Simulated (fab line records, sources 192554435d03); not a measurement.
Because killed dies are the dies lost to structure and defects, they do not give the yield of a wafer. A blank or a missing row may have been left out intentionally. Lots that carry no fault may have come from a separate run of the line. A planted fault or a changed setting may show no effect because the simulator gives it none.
Which tool did it? ; flow n5_finfet ; 12 lots, 36 wafers sampled, at 1 step of a route of 1938

## WHAT THE GAUGES READ, wafer by wafer
N5_ZERO_LAYER_INSPECT_20: inspects for defects (darkfield).
lot;measured;on;raw_defect_count
L075;day 1 19:17;defect_inspect-01;53 51 37
L077;day 2 07:24;defect_inspect-02;44 36 14
L079;day 2 19:17;defect_inspect-02;47 33 19
L081;day 3 07:29;defect_inspect-01;29 23 27
L083;day 3 19:35;defect_inspect-01;33 22 24
L085;day 4 07:17;defect_inspect-02;49 29 35
L087;day 4 19:36;defect_inspect-02;22 15 17
L089;day 5 07:30;defect_inspect-02;65 48 34
L091;day 5 19:41;defect_inspect-02;30 32 49
L093;day 6 07:58;defect_inspect-02;18 25 32
L095;day 6 19:23;defect_inspect-01;49 20 45
L097;day 7 07:16;defect_inspect-01;39 35 15

## EACH LOT AND THE TOOL THAT RAN IT (in order: tool; ch and the chambers of the sampled wafers; start)
There is no process step in the record ahead of these readings.

## THE ANSWER, worked out from the rows above alone
Rule: the usual values come from the lots themselves. Put in order of their means at a reading, lots are off if they are a third of the lots or fewer, leave a main group of 4 or more, and stand apart from it by a gap of 3 or more times the standard deviation of the main group's means; of several such gaps the widest counts. Not used: any main group whose means are identical at the precision the tables above print for the reading. Also off: a lot with no number at a reading for which 4 or more lots have one. Any other lot the step has rows for is counted as sound.
Across all readings shown, no lot is off: no conclusion can be drawn from this.

## WHAT HAD BEEN PUT IN BY THE SIMULATOR
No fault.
